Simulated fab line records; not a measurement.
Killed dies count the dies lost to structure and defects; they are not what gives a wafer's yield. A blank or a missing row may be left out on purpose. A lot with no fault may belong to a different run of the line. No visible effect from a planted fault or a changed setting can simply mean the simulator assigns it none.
fab line records	flow n5Finfet
record: lots: 7	wafers: 20	lastDay: 17
route steps=1938 shown BEOL_M10@1487 PASSIVATION@1936
lots untouched by any fault: they come from a run of this same line in which no faults occurred
startH: hours from the record's first day to the start of the lot's first wafer shown	waitH: time in hours since the lot's previous step	" unchanged from the row above	L1.1+2: a row that stands for several wafers	- no value present, or no start provided	* or withheld: withheld	< > ~ a bound
route shown NAME@n: NAME is a module with steps in the file, n the number in the route of the first one	usual: the fault-free wafers' mean and standard deviation	same: alike in all rows	chamber/n: place in a boat	sites: the reading at each site	_std_site: their standard deviation	_edge_site: outer sites' mean less inner sites'	radiusMm: how far each site lies from the wafer's centre	mask NAME#n: copy n	behind: the last tool/chamber to shape the wafer	hold: reason for holding the lot/hours on hold/outcome of the hold	device: which transistor (n, p or np) failed to switch	end of line: tests of these same wafers at the route's end	for a step that has no rows: nothing shown but its recipe	killed: dies that structure and defects cost at the first sort, which is not the same as the wafer's yield	map: a wafer's dies, marking killed ones x, the rest . and places with no die _
set.NAME: the run value of the setting; set.NAME@STEP: its run value at that earlier step	model.NAME: the simulator's own value behind a step, which no gauge read
lots seen at some steps along the route; tables by step, rows by wafer
services: from which hour (startH, from the record's first day; less than 0 if before it) a tool's chamber was out of use, for how many hours, and why
== steps ==
step: N5_BEOL_M10_ETCH_61
recipe: chemistry: CF4	target: SiARC	targetDepthA: 390	maskMaterial: CAR-ArF	timeS: 65	ionEnergyEv: 80	pressureMtorr: 40	sourceW: 545	biasW: 36	Ar_flow_sccm: 100	cf4FlowSccm: 100	ends: cleared
usual: drypumpMotorCurrentA: 5.6/0.43	etchRfOnTimeS: 64.1/1.5	oesProductAu: 0.69/0.073	rfVppV: 184.3/1.1	showerheadPlenumPTorr: 2.16/0.065	throttleValvePct: 15.64/0.23
lot.wafer	tool	chamber	startH	waitH	drypumpMotorCurrentA	etchRfOnTimeS	oesProductAu	rfHoursCounterH	rfVppV	showerheadPlenumPTorr	throttleValvePct
L938.1	rieDiel-02	3	251.59	0.0	5.1	65.7	0.68	85	184.4	2.17	15.61
L938.2	"	2	"	"	5.7	65.6	0.70	74	182.9	2.08	15.60
L938.5	"	3	"	"	5.1	65.1	0.68	-	184.6	2.17	15.62
L940.1	rieDiel-03	3	259.70	0.0	6.2	63.6	0.69	115	184.6	2.16	15.52
L940.2	"	1	"	"	6.2	61.7	0.85	3	184.6	2.12	15.73
L940.4	"	0	"	"	5.4	62.2	0.83	11	185.8	2.28	15.27
L942.3	rieDiel-03	0	262.20	0.0	5.4	62.5	0.83	12	186.0	2.27	15.29
L942.4	"	2	"	"	5.5	65.9	0.62	169	185.3	2.22	15.75
L943.3	rieDiel-03	0	285.82	0.0	5.4	63.1	0.81	19	185.3	2.27	15.29
L943.4	"	3	"	"	6.2	63.9	0.68	123	184.1	2.16	15.50
L943.6	"	3	"	"	6.2	64.1	0.68	-	182.7	2.16	15.52
L946.2	rieDiel-03	2	312.05	0.0	5.5	65.8	0.61	185	185.8	2.21	15.77
L946.5	"	2	"	"	5.5	65.5	0.62	-	184.2	2.21	15.78
L946.6	"	3	"	"	6.2	63.8	0.68	-	183.5	2.16	15.56
L951.1	rieDiel-06	2	323.17	0.0	5.4	63.9	0.74	68	185.9	2.26	15.26
L951.3	"	1	"	"	5.4	65.1	0.57	245	186.0	2.20	16.02
L951.6	"	3	"	"	4.9	66.2	0.71	-	184.3	2.08	15.78
L953.1	rieDiel-06	0	340.65	0.0	5.8	66.4	0.80	5	184.5	2.10	15.15
L953.2	"	1	"	"	5.3	65.4	0.57	249	184.7	2.19	16.02
L953.4	"	1	"	"	5.3	65.3	0.57	-	185.0	2.19	16.03
step: N5_BEOL_M10_ETCH_62
recipe: chemistry: N2/H2	target: SOC	targetDepthA: 1100	overetchA: 220	maskMaterial: SiARC	tempC: 40	timeS: 165	ionEnergyEv: 200	pressureMtorr: 30	sourceW: 840	biasW: 150	n2FlowSccm: 200	h2FlowSccm: 200
usual: drypumpMotorCurrentA: 5.6/0.43	oesProductAu: 0.68/0.067	rfVppV: 524.5/2.5	showerheadPlenumPTorr: 2.57/0.083	throttleValvePct: 17.90/0.25
lot.wafer	tool	chamber	startH	waitH	drypumpMotorCurrentA	oesProductAu	rfHoursCounterH	rfVppV	showerheadPlenumPTorr	throttleValvePct
L938.1	rieDiel-02	3	251.64	0.0	5.1	0.68	85	526.0	2.57	17.84
L938.2	"	2	"	"	5.8	0.70	74	522.2	2.46	17.89
L938.5	"	3	"	"	5.1	0.67	-	524.9	2.57	17.85
L940.1	rieDiel-03	3	259.75	0.0	6.2	0.68	115	525.7	2.57	17.74
L940.2	"	1	"	"	6.2	0.81	3	522.5	2.51	18.06
L940.4	"	0	"	"	5.4	0.81	11	527.7	2.70	17.47
L942.3	rieDiel-03	0	262.25	0.0	5.4	0.80	13	530.5	2.70	17.45
L942.4	"	2	"	"	5.5	0.62	169	525.9	2.65	18.08
L943.3	rieDiel-03	0	285.87	0.0	5.4	0.78	19	528.6	2.70	17.46
L943.4	"	3	"	"	6.2	0.67	123	524.9	2.57	17.76
L943.6	"	3	"	"	6.2	0.67	-	524.1	2.57	17.76
L946.2	rieDiel-03	2	312.10	0.0	5.5	0.61	185	524.6	2.64	18.11
L946.5	"	2	"	"	5.5	0.62	-	525.8	2.64	18.11
L946.6	"	3	"	"	6.2	0.66	-	523.0	2.56	17.77
L951.1	rieDiel-06	2	323.22	0.0	5.4	0.73	68	527.7	2.69	17.57
L951.3	"	1	"	"	5.3	0.57	245	525.4	2.62	18.29
L951.6	"	3	"	"	4.9	0.72	-	521.9	2.46	17.89
L953.1	rieDiel-06	0	340.70	0.0	5.8	0.80	5	520.8	2.51	17.37
L953.2	"	1	"	"	5.3	0.57	249	526.9	2.61	18.31
L953.4	"	1	"	"	5.3	0.57	-	526.3	2.61	18.30
step: N5_BEOL_M10_STRIP_68
recipe: chemistry: N2/H2	tempC: 40	n2FlowSccm: 200	h2FlowSccm: 200	rfFrequencyHz: 6e+07
step: N5_BEOL_M10_STRIP_67
recipe: chemistry: CF4	resist: SiARC	powerW: 300	biasPowerW: 75	pressureMtorr: 50	cf4FlowSccm: 150	rfFrequencyHz: 6e+07
usual: drypumpMotorCurrentA: 5.6/0.43	oesProductAu: 0.80/0.079	powerW: 300.0/0.93	rfVppV: 271.4/1.4	showerheadPlenumPTorr: 1.81/0.055	throttleValvePct: 13.60/0.24
lot.wafer	tool	chamber	startH	waitH	drypumpMotorCurrentA	oesProductAu	powerW	rfHoursCounterH	rfVppV	showerheadPlenumPTorr	throttleValvePct
L938.1	rieDiel-02	3	251.79	0.0	5.1	0.80	301.0	85	270.9	1.82	13.57
L938.2	"	2	"	"	5.7	0.83	300.7	74	270.2	1.73	13.52
L938.5	"	3	"	"	5.1	0.80	298.9	-	271.9	1.82	13.56
L940.1	rieDiel-03	3	259.89	0.0	6.2	0.80	300.8	115	270.8	1.82	13.50
L940.2	"	1	"	"	6.2	0.96	299.1	3	272.0	1.77	13.63
L940.4	"	0	"	"	5.4	0.95	298.2	11	274.1	1.91	13.23
L942.3	rieDiel-03	0	262.40	0.0	5.4	0.94	298.9	13	272.3	1.91	13.24
L942.4	"	2	"	"	5.5	0.74	300.3	169	273.8	1.86	13.72
L943.3	rieDiel-03	0	286.02	0.0	5.4	0.93	299.4	19	273.9	1.91	13.27
L943.4	"	3	"	"	6.2	0.79	299.5	123	272.5	1.82	13.52
L943.6	"	3	"	"	6.2	0.79	300.4	-	271.2	1.82	13.53
L946.2	rieDiel-03	2	312.25	0.0	5.5	0.73	299.8	185	273.3	1.85	13.77
L946.5	"	2	"	"	5.5	0.73	300.6	-	272.2	1.85	13.77
L946.6	"	3	"	"	6.2	0.78	298.3	-	271.5	1.81	13.54
L951.1	rieDiel-06	2	323.37	0.0	5.4	0.85	300.7	68	273.7	1.89	13.22
L951.3	"	1	"	"	5.3	0.67	299.0	245	271.7	1.83	13.98
L951.6	"	3	"	"	4.9	0.84	301.3	-	269.0	1.75	13.72
L953.1	rieDiel-06	0	340.85	0.0	5.8	0.94	299.4	5	271.9	1.76	13.08
L953.2	"	1	"	"	5.3	0.67	300.6	249	273.4	1.83	13.99
L953.4	"	1	"	"	5.3	0.67	299.4	-	272.1	1.83	13.96
step: N5_BEOL_M10_HM_OPEN_17
recipe: chemistry: Cl2/BCl3	targetDepthA: 200	overetchA: 60	target: TiN	maskMaterial: SOC	ionEnergyEv: 150	pressureMtorr: 10	icpW: 1000	biasW: 126	Cl2_flow_sccm: 53.25	bcl3FlowSccm: 21.75	Ar_flow_sccm: 25
usual: drypumpMotorCurrentA: 5.8/0.32	oesProductAu: 0.71/0.083	throttleValvePct: 21.87/0.26
lot.wafer	tool	chamber	startH	waitH	drypumpMotorCurrentA	oesProductAu	rfHoursCounterH	throttleValvePct
L938.1	rieMetal-01	0	251.83	0.0	5.7	0.68	29	21.83
L938.2	"	1	"	"	6.2	0.82	2	21.75
L938.5	"	0	"	"	5.7	0.67	-	21.83
L940.1	rieMetal-01	0	260.00	0.1	5.7	0.67	29	21.84
L940.2	"	1	"	"	6.3	0.82	2	21.74
L940.4	"	0	"	"	5.7	0.67	-	21.86
L942.3	rieMetal-03	1	262.47	0.1	6.1	0.67	-	22.26
L942.4	"	0	"	"	6.3	0.84	-	22.45
L943.3	rieMetal-03	0	286.10	0.1	6.3	0.84	-	22.44
L943.4	"	1	"	"	6.1	0.66	-	22.28
L943.6	"	1	"	"	6.1	0.67	-	22.27
L946.2	rieMetal-02	1	312.29	0.0	5.7	0.85	1	21.50
L946.5	"	0	"	"	5.4	0.67	-	21.79
L946.6	"	1	"	"	5.7	0.85	-	21.50
L951.1	rieMetal-02	1	323.41	0.0	5.7	0.83	2	21.52
L951.3	"	0	"	"	5.4	0.66	-	21.81
L951.6	"	1	"	"	5.7	0.82	-	21.52
L953.1	rieMetal-02	1	340.89	0.0	5.8	0.81	5	21.50
L953.2	"	0	"	"	5.4	0.65	45	21.80
L953.4	"	1	"	"	5.7	0.80	-	21.52
step: N5_BEOL_M10_STRIP_19
recipe: chemistry: O2	powerW: 400	tempC: 40	pressureMtorr: 30	rfFrequencyHz: 6e+07	biasPowerW: 0	overashFraction: 0.2	o2FlowSccm: 225
usual: drypumpMotorCurrentA: 5.6/0.43	oesProductAu: 0.81/0.085	rfVppV: 3.6/0.58	showerheadPlenumPTorr: 2.11/0.06	throttleValvePct: 16.66/0.23
lot.wafer	tool	chamber	startH	waitH	drypumpMotorCurrentA	oesProductAu	rfHoursCounterH	rfVppV	showerheadPlenumPTorr	throttleValvePct
L938.1	rieDiel-03	2	251.94	0.1	5.5	0.73	163	3.4	2.16	16.72
L938.2	"	0	"	"	5.4	0.99	7	3.8	2.22	16.27
L938.5	"	0	"	"	5.4	0.99	-	3.5	2.22	16.25
L940.1	rieDiel-03	0	260.15	0.1	5.4	0.99	12	3.2	2.22	16.25
L940.2	"	2	"	"	5.5	0.75	168	3.5	2.16	16.71
L940.4	"	3	"	"	6.2	0.80	115	4.4	2.12	16.64
L942.3	rieDiel-06	2	262.64	0.1	5.4	0.88	44	3.5	2.21	16.18
L942.4	"	0	"	"	5.8	0.70	236	5.0	2.07	16.70
L943.3	rieDiel-02	0	286.32	0.2	5.2	0.87	63	3.6	2.04	16.56
L943.4	"	1	"	"	6.2	0.72	165	4.7	2.08	16.75
L943.6	"	3	"	"	5.1	0.78	-	4.3	2.12	16.68
L946.2	rieDiel-02	0	312.49	0.2	5.2	0.83	72	3.6	2.03	16.58
L946.5	"	2	"	"	5.8	0.81	-	3.7	2.04	16.84
L946.6	"	3	"	"	5.1	0.77	-	3.2	2.12	16.70
L951.1	rieDiel-06	2	323.52	0.1	5.4	0.84	68	3.2	2.20	16.25
L951.3	"	1	"	"	5.3	0.65	245	4.0	2.15	17.07
L951.6	"	1	"	"	5.3	0.66	-	3.9	2.15	17.07
L953.1	rieDiel-02	0	341.00	0.1	5.2	0.82	82	3.1	2.03	16.59
L953.2	"	3	"	"	5.1	0.76	117	2.7	2.11	16.74
L953.4	"	1	"	"	6.2	0.70	185	3.7	2.07	16.81
step: N5_BEOL_M10_CD_MEAS_18
recipe: pitchNm: 140	targetCdNm: 70
usual: cdNm: 70.2/0.66
lot.wafer	tool	chamber	startH	waitH	cdNm
L938.1	cdSem-02	-	252.01	0.0	70.3
L938.2	"	-	"	"	69.7
L938.5	"	-	"	"	69.9
L940.1	cdSem-03	-	260.21	0.0	71.1
L940.2	"	-	"	"	71.7
L940.4	"	-	"	"	70.2
L942.3	cdSem-01	-	262.72	0.1	68.9
L942.4	"	-	"	"	70.1
L943.3	cdSem-01	-	286.39	0.1	70.0
L943.4	"	-	"	"	70.9
L943.6	"	-	"	"	70.2
L946.2	cdSem-01	-	312.56	0.1	69.3
L946.5	"	-	"	"	69.3
L946.6	"	-	"	"	69.7
L951.1	cdSem-01	-	323.59	0.0	71.9
L951.3	"	-	"	"	70.7
L951.6	"	-	"	"	70.8
L953.1	cdSem-01	-	341.07	0.0	70.0
L953.2	"	-	"	"	69.3
L953.4	"	-	"	"	69.1
step: N5_BEOL_M10_COAT_63
recipe: resist: SOC	tempC: 250	timeS: 60	spinRpm: 1500	resistThkNm: 100
step: N5_BEOL_M10_COAT_64
recipe: resist: SiARC	tempC: 220	timeS: 60	spinRpm: 1500	resistThkNm: 30
step: N5_BEOL_M10_COAT_22
recipe: resist: CAR-ArF	spinRpm: 1500	resistThkNm: 90
step: N5_BEOL_M10_EBR_24
recipe: solvent: PGMEA	ebrWidthMm: 1.5
step: N5_BEOL_M10_SOFTBAKE_23
recipe: tempC: 110	timeS: 60	resist: CAR-ArF
step: N5_BEOL_M10_EXPOSE_25
recipe: maskId: V9	na: 1.35	sourceShape: annular	sigmaInner: 0.5	sigmaOuter: 0.8	polarization: unpolarized	doseMj: 85.5
usual: exposureDoseMJCm2: 85.44/0.088	focusOffsetNm: 0.0/0.58
lot.wafer	tool	chamber	startH	waitH	mask	exposureDoseMJCm2	focusOffsetNm
L938.1	arfiScanner-01	0	252.85	-	V9#0	85.50	0.1
L938.2	"	0	"	"	V9#0	85.54	-0.8
L938.5	"	0	"	"	V9#0	85.42	-0.1
L940.1	arfiScanner-03	0	262.32	-	V9#0	85.39	-0.6
L940.2	"	0	"	"	V9#0	85.44	-0.8
L940.4	"	0	"	"	V9#0	85.36	-0.8
L942.3	arfiScanner-03	0	263.01	-	V9#0	77.86	0.3
L942.4	"	0	"	"	V9#0	77.97	-0.3
L943.3	arfiScanner-03	0	286.68	-	V9#0	79.39	0.5
L943.4	"	0	"	"	V9#0	79.46	0.8
L943.6	"	0	"	"	V9#0	79.46	0.2
L946.2	arfiScanner-03	0	314.23	-	V9#0	80.62	0.0
L946.5	"	0	"	"	V9#0	80.55	0.7
L946.6	"	0	"	"	V9#0	80.51	1.0
L951.1	arfiScanner-02	0	323.75	-	V9#0	85.52	0.2
L951.3	"	0	"	"	V9#0	85.28	0.7
L951.6	"	0	"	"	V9#0	85.40	0.7
L953.1	arfiScanner-02	0	342.31	-	V9#0	85.47	-0.2
L953.2	"	0	"	"	V9#0	85.39	-0.4
L953.4	"	0	"	"	V9#0	85.40	-0.1
step: N5_BEOL_M10_PEB_26
recipe: pebTempC: withheld	pebTimeS: 60	resist: CAR-ArF
step: N5_BEOL_M10_DEVELOP_27
recipe: developTimeS: 30	developer: TMAH	resist: CAR-ArF	rinseLiquid: diw	dry: airSpin	devTempC: 23
step: N5_BEOL_M10_CD_MEAS_28
recipe: targetCdNm: 70	landingEnergyEv: 500	detector: seInlens	polarity: opening
usual: cdNm: 70.2/0.92
lot.wafer	tool	chamber	startH	waitH	cdNm
L938.1	cdSem-01	0	252.99	-	70.3
L938.2	"	0	"	"	71.7
L938.5	"	0	"	"	71.9
L940.1	cdSem-03	0	262.45	-	71.4
L940.2	"	0	"	"	70.4
L940.4	"	0	"	"	71.3
L942.3	cdSem-02	0	263.13	-	62.7
L942.4	"	0	"	"	63.6
L943.3	cdSem-02	0	286.80	-	64.9
L943.4	"	0	"	"	64.9
L943.6	"	0	"	"	65.2
L946.2	cdSem-01	0	314.35	-	64.6
L946.5	"	0	"	"	64.6
L946.6	"	0	"	"	64.7
L951.1	cdSem-02	0	323.88	-	69.5
L951.3	"	0	"	"	70.1
L951.6	"	0	"	"	69.1
L953.1	cdSem-02	0	342.45	-	68.4
L953.2	"	0	"	"	70.0
L953.4	"	0	"	"	69.7
step: N5_BEOL_M10_OVL_MEAS_29
recipe: pointsPerWafer: 44
usual: V9_OVL: -0.2/0.74
same: pointsPerWafer: 44
lot.wafer	tool	chamber	startH	waitH	V9_OVL[nm]
L938.1	overlay-01	0	253.02	0.0	-0.5
L938.2	"	0	"	"	-0.8
L938.5	"	0	"	"	-0.7
L940.1	overlay-02	0	262.48	0.0	-0.1
L940.2	"	0	"	"	-0.1
L940.4	"	0	"	"	0.4
L942.3	overlay-02	0	263.16	0.0	-0.1
L942.4	"	0	"	"	-0.7
L943.3	overlay-01	0	286.83	0.0	1.0
L943.4	"	0	"	"	1.4
L943.6	"	0	"	"	0.3
L946.2	overlay-02	0	314.38	0.0	0.6
L946.5	"	0	"	"	0.0
L946.6	"	0	"	"	0.1
L951.1	overlay-01	0	323.91	0.0	0.0
L951.3	"	0	"	"	0.1
L951.6	"	0	"	"	0.5
L953.1	overlay-02	0	342.48	0.0	0.7
L953.2	"	0	"	"	-0.2
L953.4	"	0	"	"	1.0
step: N5_PASSIVATION_PROBE_49
usual: defectLimitedYield: 91.0/1.4	killed_at_M0_to_M3: 35/10	killed_at_M4_up: 13/6	killedAtContacts: 13/6.4	killedAtFrontEnd: 42/12	killedAtOther: 3.2/2.4	killedDies: 107/17	killedOnRim: 15/4.1	killedOpen: 69/13	killedShort: 33/7.3	sort_bin_4_leakage: 0.00/0.022	sort_bin_5_function: 5.3/0.92	sort_bin_6_memory: 3.3/0.66	sortNPass: 1073/17	sortYieldPct: 90.9/1.4
same: grossDies: 1180	killedAtBackSide: 0	sort_bin_8_speed[%]: 0
lot.wafer	tool	chamber	startH	waitH	defectLimitedYield[%]	killed_at_M0_to_M3	killed_at_M4_up	killedAtContacts	killedAtFrontEnd	killedAtOther	killedDies	killedOnRim	killedOpen	killedShort	sort_bin_4_leakage[%]	sort_bin_5_function[%]	sort_bin_6_memory[%]	sortNPass	sortYieldPct[%]
L938.1	prober-02	-	308.94	0.0	90.5	44	8	9	49	2	112	14	87	21	0	5.3	3.7	1068	90.5
L938.2	prober-02	-	308.99	0.1	90.9	32	11	9	48	7	107	18	71	25	0	5.0	3.2	1073	90.9
L938.5	prober-02	-	309.14	0.2	88.7	41	10	12	66	4	133	19	85	33	0.17	6.0	4.3	1045	88.6
L940.1	prober-02	-	317.68	0.0	91.4	40	17	9	35	1	102	18	71	27	0	5.1	3.5	1078	91.4
L940.2	prober-02	-	317.73	0.1	89.1	48	18	20	39	4	129	14	87	31	0	6.4	3.9	1051	89.1
L940.4	prober-02	-	317.83	0.2	91.4	35	16	6	43	2	102	14	64	35	0	4.5	3.9	1078	91.4
L942.3	prober-02	-	319.26	0.1	89.7	40	29	7	41	5	122	24	71	35	0	6.0	3.7	1058	89.7
L942.4	prober-02	-	319.31	0.2	90.0	24	30	12	49	3	118	25	67	31	0	6.1	3.6	1062	90.0
L943.3	prober-01	-	337.82	0.1	90.5	22	32	22	33	3	112	13	71	37	0	6.1	3.1	1068	90.5
L943.4	prober-01	-	337.87	0.2	90.3	28	11	23	51	2	115	21	77	32	0	6.4	3.1	1065	90.3
L943.6	prober-01	-	337.97	0.3	90.5	18	29	18	44	3	112	15	77	32	0	5.9	3.3	1068	90.5
L946.2	prober-02	-	369.31	0.4	90.8	22	31	14	38	4	109	10	70	33	0	4.7	3.9	1071	90.8
L946.5	prober-02	-	369.46	0.5	88.6	37	27	23	42	6	135	13	91	37	0	6.4	4.5	1045	88.6
L946.6	prober-02	-	369.51	0.6	92.2	30	18	8	36	0	92	11	63	25	0	4.8	2.9	1088	92.2
L951.1	prober-02	-	378.91	0.0	90.8	51	17	6	25	9	108	8	75	32	0	5.9	3.1	1072	90.8
L951.3	prober-02	-	379.01	0.1	91.6	40	9	21	28	1	99	9	63	35	0	5.8	2.4	1081	91.6
L951.6	prober-02	-	379.16	0.3	92.4	39	6	11	32	2	90	14	55	32	0	4.4	2.9	1090	92.4
L953.1	prober-01	-	398.27	0.0	90.3	40	12	14	47	2	115	17	68	42	0	5.6	3.6	1065	90.3
L953.2	prober-01	-	398.32	0.1	92.5	14	12	20	37	5	88	13	60	27	0	4.4	2.8	1092	92.5
L953.4	prober-01	-	398.42	0.2	91.2	30	16	18	35	5	104	11	75	28	0	5.0	3.4	1076	91.2
killed by level:class
L938.1 STI_FIN_REVEAL:geometricParticle:open=23 BEOL_M0_SAQP:geometricParticle:open=13 BEOL_M0_SAQP:geometricParticle:short=9 MOL_CONTACT_COAG:geometricParticle:open=8 DUMMY_GATE:geometricParticle:open=6 BEOL_M3:geometricParticle:open=6 FIN_SAQP:geometricParticle:short=5 BEOL_M2:geometricParticle:open=5
L938.2 FIN_SAQP:geometricParticle:open=17 MOL_CONTACT_COAG:geometricParticle:open=7 HKMG_FIN:areaEtch=7 STI_FIN_REVEAL:geometricParticle:open=6 BEOL_M0_SAQP:geometricParticle:open=6 BEOL_M3:geometricParticle:open=6 FIN_SAQP:geometricParticle:short=5 BEOL_M0_SAQP:geometricParticle:short=5
L938.5 STI_FIN_REVEAL:geometricParticle:open=25 BEOL_M2:geometricParticle:open=11 MOL_CONTACT_COAG:geometricParticle:open=9 FIN_SAQP:geometricParticle:short=8 BEOL_M3:geometricParticle:open=8 BEOL_M1:geometricParticle:open=8 HKMG_FIN:areaEtch=7 STI_FIN_REVEAL:geometricParticle:short=6
L940.1 BEOL_M1:geometricParticle:open=11 BEOL_M0_SAQP:geometricParticle:open=10 FIN_SAQP:geometricParticle:open=8 MOL_CONTACT_COAG:geometricParticle:open=8 BEOL_M3:geometricParticle:open=6 DUMMY_GATE:geometricParticle:short=5 BEOL_M4:geometricParticle:open=5 STI_FIN_REVEAL:geometricParticle:open=4
L940.2 MOL_CONTACT_COAG:geometricParticle:open=15 BEOL_M0_SAQP:geometricParticle:open=12 STI_FIN_REVEAL:geometricParticle:open=10 BEOL_M0_SAQP:geometricParticle:short=10 BEOL_M1:geometricParticle:open=10 BEOL_M4:geometricParticle:open=8 FIN_SAQP:geometricParticle:open=7 HKMG_FIN:areaEtch=6
L940.4 STI_FIN_REVEAL:geometricParticle:open=12 BEOL_M1:geometricParticle:open=9 BEOL_M0_SAQP:geometricParticle:short=7 FIN_SAQP:geometricParticle:open=6 DUMMY_GATE:geometricParticle:open=6 BEOL_M2:geometricParticle:open=5 MOL_CONTACT_COAG:geometricParticle:open=4 BEOL_M2:geometricParticle:short=4
L942.3 BEOL_M10:areaExpose=11 STI_FIN_REVEAL:geometricParticle:open=9 BEOL_M2:geometricParticle:open=9 BEOL_M0_SAQP:geometricParticle:open=8 FIN_SAQP:geometricParticle:short=7 GATE_CUT:geometricParticle:short=7 BEOL_M0_SAQP:geometricParticle:short=7 MOL_CONTACT_COAG:geometricParticle:open=6
L942.4 BEOL_M10:areaExpose=14 STI_FIN_REVEAL:geometricParticle:open=13 MOL_CONTACT_COAG:geometricParticle:open=10 FIN_SAQP:geometricParticle:short=8 BEOL_M2:geometricParticle:open=8 FIN_SAQP:geometricParticle:open=6 GATE_CUT:geometricParticle:open=6 BEOL_M0_SAQP:geometricParticle:short=6
L943.3 BEOL_M4:geometricParticle:open=18 MOL_CONTACT_COAG:geometricParticle:open=17 BEOL_M0_SAQP:geometricParticle:short=11 ILD0:geometricParticle:open=7 BEOL_M0_SAQP:geometricParticle:open=6 ILD0:geometricParticle:short=5 MOL_CONTACT_COAG:geometricParticle:short=5 BEOL_M6:geometricParticle:open=4
L943.4 MOL_CONTACT_COAG:geometricParticle:open=19 FIN_SAQP:geometricParticle:open=12 DUMMY_GATE:geometricParticle:open=10 ILD0:geometricParticle:open=7 BEOL_M0_SAQP:geometricParticle:open=7 BEOL_M0_SAQP:geometricParticle:short=7 BEOL_M3:geometricParticle:open=6 BEOL_M8:geometricParticle:open=5
L943.6 BEOL_M4:geometricParticle:open=19 MOL_CONTACT_COAG:geometricParticle:open=15 FIN_SAQP:geometricParticle:open=8 FIN_SAQP:geometricParticle:short=8 DUMMY_GATE:geometricParticle:open=6 STI_FIN_REVEAL:geometricParticle:open=6 BEOL_M0_SAQP:geometricParticle:short=6 BEOL_M0_SAQP:geometricParticle:open=4
L946.2 STI_FIN_REVEAL:geometricParticle:open=17 MOL_CONTACT_COAG:geometricParticle:open=12 BEOL_M4:geometricParticle:open=9 BEOL_M3:geometricParticle:short=6 STI_FIN_REVEAL:geometricParticle:short=5 BEOL_M3:geometricParticle:open=5 BEOL_M5:geometricParticle:open=4 BEOL_M6:geometricParticle:open=4
L946.5 STI_FIN_REVEAL:geometricParticle:open=22 MOL_CONTACT_COAG:geometricParticle:open=16 BEOL_M4:geometricParticle:open=12 BEOL_M0_SAQP:geometricParticle:open=10 FIN_SAQP:geometricParticle:short=7 MOL_CONTACT_COAG:geometricParticle:short=7 BEOL_M3:geometricParticle:open=7 BEOL_M4:geometricParticle:short=4
L946.6 STI_FIN_REVEAL:geometricParticle:open=13 BEOL_M4:geometricParticle:open=13 MOL_CONTACT_COAG:geometricParticle:open=7 BEOL_M2:geometricParticle:open=7 DUMMY_GATE:geometricParticle:open=5 BEOL_M0_SAQP:geometricParticle:open=5 BEOL_M1:geometricParticle:open=5 STI_FIN_REVEAL:geometricParticle:short=4
L951.1 BEOL_M3:geometricParticle:open=13 BEOL_M0_SAQP:geometricParticle:short=11 BEOL_M2:geometricParticle:open=8 BEOL_M4:geometricParticle:open=8 BEOL_M0_SAQP:geometricParticle:open=7 STI_FIN_REVEAL:geometricParticle:open=6 FIN_SAQP:geometricParticle:open=5 MOL_CONTACT_COAG:geometricParticle:open=5
L951.3 MOL_CONTACT_COAG:geometricParticle:open=17 BEOL_M0_SAQP:geometricParticle:short=14 STI_FIN_REVEAL:geometricParticle:open=9 BEOL_M3:geometricParticle:open=9 BEOL_M1:geometricParticle:short=6 STARTING-WAFER:geometricParticle:open=6 DUMMY_GATE:geometricParticle:open=4 BEOL_M0_SAQP:geometricParticle:open=4
L951.6 BEOL_M0_SAQP:geometricParticle:short=14 MOL_CONTACT_COAG:geometricParticle:open=11 BEOL_M0_SAQP:geometricParticle:open=10 FIN_SAQP:geometricParticle:open=6 BEOL_M2:geometricParticle:open=5 FIN_SAQP:geometricParticle:short=4 BEOL_M1:geometricParticle:open=4 GATE_CUT:geometricParticle:short=3
L953.1 MOL_CONTACT_COAG:geometricParticle:open=12 BEOL_M1:geometricParticle:open=12 FIN_SAQP:geometricParticle:short=11 FIN_SAQP:geometricParticle:open=10 STI_FIN_REVEAL:geometricParticle:open=8 BEOL_M1:geometricParticle:short=6 BEOL_M2:geometricParticle:open=6 BEOL_M0_SAQP:geometricParticle:short=5
L953.2 MOL_CONTACT_COAG:geometricParticle:open=15 STI_FIN_REVEAL:geometricParticle:open=12 BEOL_M4:geometricParticle:open=9 STARTING-WAFER:geometricParticle:open=6 STI_FIN_REVEAL:geometricParticle:short=5 DUMMY_GATE:geometricParticle:short=5 MOL_CONTACT_COAG:geometricParticle:short=5 BEOL_M2:geometricParticle:open=4
L953.4 STI_FIN_REVEAL:geometricParticle:open=13 MOL_CONTACT_COAG:geometricParticle:open=13 BEOL_M2:geometricParticle:open=13 DUMMY_GATE:geometricParticle:open=9 BEOL_M1:geometricParticle:open=7 MOL_CONTACT_COAG:geometricParticle:short=5 BEOL_M4:geometricParticle:short=5 GATE_CUT:geometricParticle:short=3
== services ==
tool	chamber	startH	hours	kind
arfiScanner-03	-	227.93	1.0	pm
rieDiel-03	1	239.65	-	clean
rieDiel-03	1	239.65	-	consumableReplace:focusRing
rieDiel-03	1	239.65	15.2	scheduledDown
rieDiel-03	1	239.65	15.2	ventCycle
arfiScanner-03	-	245.63	1.3	repair
rieDiel-06	-	246.45	15.6	pm
rieMetal-03	-	250.51	0.1	repair
arfiScanner-03	-	260.49	0.8	pm
arfiScanner-01	-	263.03	0.4	repair
arfiScanner-01	-	264.44	3.1	pm
arfiScanner-02	-	266.34	1.3	repair
arfiScanner-02	-	269.97	1.3	pm
rieDiel-03	1	272.43	3.8	repair
arfiScanner-01	-	273.05	3.9	pm
arfiScanner-02	-	279.03	1.0	pm
arfiScanner-03	-	291.96	1.8	repair
rieDiel-06	0	299.85	-	clean
arfiScanner-03	-	300.36	3.1	pm
arfiScanner-01	-	305.27	1.0	pm
rieDiel-06	1	325.72	3.3	repair
rieDiel-06	0	334.10	3.4	repair
rieDiel-06	3	336.91	10.0	repair
arfiScanner-01	-	340.34	41.8	repair
== key ==
firstSign: step: N5_BEOL_M10_EXPOSE_25	reading: exposureDoseMJCm2	direction: down	sigmas: 68	usual: 85.44	struck: 79.48
effect: step: N5_BEOL_M10_CD_MEAS_28	reading: cdNm	direction: down	sigmas: 6.3	usual: 70.2	struck: 64.4	through: controlLoop
metAt N5_BEOL_M10_EXPOSE_25
struckWafers L942.3,L942.4,L943.3,L943.4,L943.6,L946.2,L946.5,L946.6
loopTrim: step: N5_BEOL_M10_EXPOSE_25	setting: dose	lots: L943,L946
onsetBetween 262.32 263.01
fault: kind: processParameterDrift	tool: arfiScanner-03	chamber: -	onsetH: 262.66	steps: N5_BEOL_M10_EXPOSE_25	channel: doseMj	offset: -7.5789	shape: step	actsIn: theseRecipesOnly	stated: 85.5
loopTrim: a control loop set the setting to another value than it would have without faults
